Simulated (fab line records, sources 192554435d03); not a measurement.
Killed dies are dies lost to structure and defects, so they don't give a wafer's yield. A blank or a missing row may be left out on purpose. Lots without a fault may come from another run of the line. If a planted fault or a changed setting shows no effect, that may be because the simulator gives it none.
2 desks looking at one fault ; flow n5 finfet ; what lay behind the numbers comes last; until then each desk has only its own

FROM THE METROLOGY DESK
What the gauges read for every lot (on any tool): the sampled wafers with a number, averaged. The brackets show how far a lot's mean lies from the usual mean; more than 4 standard deviations puts the lot out of limits, marked OUT. 7 of its 10 readings are shown, namely those furthest out on some lot.
Columns: A = DIBL_N at N5_BEOL_M4_RC_MEAS_101, usual 37.2 mV/V; B = DIBL_P at N5_BEOL_M4_RC_MEAS_101, usual 38 mV/V; C = IOFF_P at N5_BEOL_M4_RC_MEAS_101, usual 0.24 nA/um; D = ION_P at N5_BEOL_M4_RC_MEAS_101, usual 461 uA/um; E = SS_N at N5_BEOL_M4_RC_MEAS_101, usual 71.8 mV/dec; F = VT_N at N5_BEOL_M4_RC_MEAS_101, usual 250 mV; G = VT_P at N5_BEOL_M4_RC_MEAS_101, usual -249 mV
lot;first seen here;A;B;C;D;E;F;G
L626;day 8 07:10;36.8;37;0.20;455;71.5;251;-253
L630;day 9 11:36;37.8;38;0.24;464;71.7;249;-246
L633;day 9 15:33;37.4;37;0.24;464;71.6;249;-250
L632;day 9 22:03;33.4;34;0.16;452;70.5;256;-254
L635;day 10 06:31;38.3;40;0.26;464;72.1;250;-247
L638;day 11 13:14;39.0;38;0.35;479;72.4;250;-241
L640;day 12 05:06;36.8;38;0.21;457;71.8;250;-251
L649;day 14 02:24;33.4;34;0.17;459;70.5;254;-254
This desk's verdict: no lot among the 8 shows anything out of limits.

AT THE TOOL OWNER'S DESK: rie diel-03
The tool's own readings at N5_BEOL_M0_SAQP_CUT_ETCH_46 (etches SOC in N2/H2, target depth 135 nm, overetch 27 nm, time 202.5 s): means of the sampled wafers that have a number, for each lot that ran on this tool. The brackets show how far a lot's mean lies from the usual mean; more than 4 standard deviations puts the lot out of limits, marked OUT.
Columns: A = bias w at N5_BEOL_M0_SAQP_CUT_ETCH_46, usual 150.1 W; B = drypump motor current A at N5_BEOL_M0_SAQP_CUT_ETCH_46, usual 5.8 A; C = n2 flow sccm at N5_BEOL_M0_SAQP_CUT_ETCH_46, usual 200.0 sccm; D = rf fwd power W at N5_BEOL_M0_SAQP_CUT_ETCH_46, usual 838.4 W; E = rf vpp V at N5_BEOL_M0_SAQP_CUT_ETCH_46, usual 524.0 V; F = showerhead plenum p Torr at N5_BEOL_M0_SAQP_CUT_ETCH_46, usual 2.54 Torr; G = throttle valve pct at N5_BEOL_M0_SAQP_CUT_ETCH_46, usual 17.68 %
lot;first seen here;A;B;C;D;E;F;G
L626;day 5 20:07;150.4;6.2;199.8;838.9;525.8;2.63;17.83
L632;day 7 04:11;150.3;6.3;199.8;836.0;525.0;2.60;17.63
L635;day 7 23:56;149.1;6.1;200.0;838.9;524.3;2.55;17.65
L638;day 8 23:29;149.4;6.3;201.2;838.6;525.3;2.60;17.65
L640;day 9 08:40;149.9;6.6;200.2;836.5;527.0;2.63;17.65
L649;day 11 10:47;149.8;6.3;200.2;838.6;526.7;2.65;17.63
This desk's verdict: no lot among the 6 shows anything out of limits.

ALL TOGETHER
Nothing out of limits was seen by the metrology desk.
Nothing out of limits was seen by the tool owner's desk.

WHAT THE SIMULATOR HAD INSERTED
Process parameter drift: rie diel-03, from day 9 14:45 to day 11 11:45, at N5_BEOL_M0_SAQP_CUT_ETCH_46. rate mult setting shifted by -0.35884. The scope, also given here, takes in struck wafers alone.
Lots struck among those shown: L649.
